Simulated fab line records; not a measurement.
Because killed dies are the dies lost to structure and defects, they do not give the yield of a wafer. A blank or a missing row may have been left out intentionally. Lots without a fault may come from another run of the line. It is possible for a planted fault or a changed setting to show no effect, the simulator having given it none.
A lot that was struck, set against a sound lot / flow n5_finfet / 15 steps out of a route of 1938
Sound: these wafers, L829.1, L829.5, L829.6. Struck: wafer L841.2. (L841.3, L841.4 of the same lot were not struck and are left out.) The cause comes at the end.
At each step with rows: each side's tool, then ch and its chambers, then its first start. Under that, the readings that differ: sound wafers / struck wafers / difference of the means / sigmas: that difference in standard deviations of wafers without a fault.
alike: readings whose means differ by less than 2 such deviations, and words and numbers that are the same on both sides. not compared: withheld readings, readings that some wafer has no value for, bounds like >300 that may hide the same value, and numbers for which the record gives no deviation and whose values overlap.
Wherever a step has rows on one side only, a row that says differs or no value, or a row with sigmas, the two part there. Numbers that have no deviation but don't overlap get no sigmas and don't part them. Lack of a reading on every wafer of one side parts them only where that side has two or more wafers.

first, 1 step without rows for these wafers: N5_BEOL_M9_DEVELOP_27 (develop time 30 s).
N5_BEOL_M9_CD_MEAS_28: the cd target is 70 nm.
  sound on cd_sem-02 ch 0, day 12 12:05; struck on cd_sem-02 ch 0, day 14 18:54
reading=cd_nm (nm); sound=70.02 70.22 70.17; struck=69.11; difference=-1.03; sigmas=-4
N5_BEOL_M9_OVL_MEAS_29:
  sound on overlay-02 ch 0, day 12 12:07; struck on overlay-02 ch 0, day 14 18:56
  alike: V8_OVL
N5_BEOL_M9_INSPECT_30: inspects for defects (brightfield).
  struck on defect_inspect-01, day 14 18:59; sound on defect_inspect-01, day 12 12:11
  alike: raw_defect_count
then, 1 step without rows for these wafers: N5_BEOL_M9_DESCUM_33 (chemistry O2, time 7 s).
N5_BEOL_M9_ETCH_76: etches underlayer in N2/H2, target depth 6.5 nm, time 5.2 s.
  sound on rie_diel-04 ch 1,2, day 12 12:15; struck on rie_diel-06 ch 0, day 14 19:57
reading=drypump_motor_current_A (A); sound=6.3 6.3 6.4; struck=5.4; difference=-0.9; sigmas=-2
  alike: etch_rf_on_time_s, oes_product_au, rf_vpp_V, showerhead_plenum_p_Torr, throttle_valve_pct
  not compared: rf_hours_counter_h
N5_BEOL_M9_ETCH_65: etches SiARC in CF4, target depth 15.6 nm, time 26 s.
  sound on rie_diel-04 ch 1,2, day 12 12:16; struck on rie_diel-06 ch 0, day 14 19:58
reading=drypump_motor_current_A (A); sound=6.3 6.3 6.4; struck=5.4; difference=-0.9; sigmas=-2
  alike: etch_rf_on_time_s, mfc_ar_sccm, oes_product_au, rf_vpp_V, showerhead_plenum_p_Torr, throttle_valve_pct
  not compared: rf_hours_counter_h
N5_BEOL_M9_ETCH_66: etches SOC in N2/H2, target depth 80 nm, overetch 16 nm, time 120 s.
  sound on rie_diel-04 ch 1,2, day 12 12:17; struck on rie_diel-06 ch 0, day 14 19:59
reading=drypump_motor_current_A (A); sound=6.3 6.3 6.4; struck=5.4; difference=-0.9; sigmas=-2
  alike: oes_product_au, rf_vpp_V, showerhead_plenum_p_Torr, throttle_valve_pct
  not compared: rf_hours_counter_h
then, 2 steps without rows for these wafers: N5_BEOL_M9_STRIP_69 (strips in N2/H2); N5_BEOL_M9_STRIP_77 (strips in N2/H2).
N5_BEOL_M9_VIA_ETCH_34: etches SiCOH lowk in C4F6/O2, target depth 182.4 nm, time 68.4 s.
  sound on rie_diel-04 ch 1,2, day 12 12:23; struck on rie_diel-06 ch 0, day 14 20:05
reading=drypump_motor_current_A (A); sound=6.3 6.3 6.4; struck=5.3; difference=-1.0; sigmas=-3
  alike: mfc_ar_sccm, oes_product_au, rf_vpp_V, showerhead_plenum_p_Torr, throttle_valve_pct
  not compared: rf_hours_counter_h
then, 1 step without rows for these wafers: N5_BEOL_M9_STRIP_73 (strips in C4F6/O2).
N5_BEOL_M9_STRIP_36: strips in N2/H2.
  sound on rie_diel-04 ch 1,2, day 12 12:27; struck on rie_diel-06 ch 0, day 14 20:09
reading=drypump_motor_current_A (A); sound=6.3 6.4 6.4; struck=5.4; difference=-1.0; sigmas=-2
reading=power_w (W); sound=452.6 452.6 449.7; struck=300.2; difference=-151.4; sigmas=-99 or more
  alike: bias_power_w, oes_product_au, rf_vpp_V, showerhead_plenum_p_Torr, throttle_valve_pct
  not compared: rf_hours_counter_h
N5_BEOL_M9_TRENCH_ETCH_37: etches SiCOH lowk in C4F6/O2, target depth 151.43 nm, time 49 s.
  sound on rie_diel-04 ch 1,2; struck on rie_diel-06 ch 0
reading=drypump_motor_current_A (A); sound=6.3 6.3 6.4; struck=5.4; difference=-0.9; sigmas=-2
reading=mfc_ar_sccm (sccm); sound=299.7 300.8 301.4; struck=298.9; difference=-1.7; sigmas=-2
  alike: oes_product_au, rf_vpp_V, showerhead_plenum_p_Torr, throttle_valve_pct
  not compared: rf_hours_counter_h
following that, these wafers have no rows for 1 step: N5_PASSIVATION_PROBE_49.

== WHERE THEY PART ==
At N5_BEOL_M9_CD_MEAS_28 first; at N5_BEOL_M9_TRENCH_ETCH_37 last (within this record only).

WHY: what the simulator had put in
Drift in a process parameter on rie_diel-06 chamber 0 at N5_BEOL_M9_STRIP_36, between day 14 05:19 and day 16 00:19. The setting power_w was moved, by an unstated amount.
